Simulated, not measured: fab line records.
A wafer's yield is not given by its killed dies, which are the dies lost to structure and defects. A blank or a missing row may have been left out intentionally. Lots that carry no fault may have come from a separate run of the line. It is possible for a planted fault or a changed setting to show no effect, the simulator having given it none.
Matching of chambers ; flow nand_harc ; NHARC_A_STAIRCASE_ETCH_444 on rie_diel-11 has 4 sister chambers
The step etches the open film in C4F8/O2, target depth 20400 nm, time 6800 s. 4 wafers are shown with their chamber, then 7 later ones without.

WAFERS WITH THEIR CHAMBER
wafer;chamber;rf_vpp_V (V)
L088.6;0;805
L090.4;1;810
L091.1;2;797
L091.2;3;815

WAFERS MISSING THEIR CHAMBER
wafer;rf_vpp_V (V)
L091.3;810
L093.1;804
L093.3;815
L093.4;814
L096.2;808
L096.3;803
L096.6;809

EACH ONE'S CHAMBER
wafer;from the rows above;in truth
L091.3;1;1
L093.1;0;0
L093.3;3;3
L093.4;3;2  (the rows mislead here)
L096.2;can't be placed: 1 or 0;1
L096.3;0;0
L096.6;1;1
5 of 7 placed correctly. From these rows, 1 cannot be placed; in 1 the true chamber is one of the candidates. Placed wrongly: 1.
How it was worked out, from the rows above alone: a wafer's distance from a chamber is the root of the sum, over the readings, of the square of ((its reading less the chamber's mean) divided by the reading's scatter). If the next closest chamber is less than 2 further off than the closest, the wafer can't be placed; otherwise it belongs to the closest. The mean given for a chamber averages the wafers shown for that chamber. The scatter: with one shown wafer a chamber, the root of the mean of the squares of how far each hidden wafer lies from its nearest shown one.
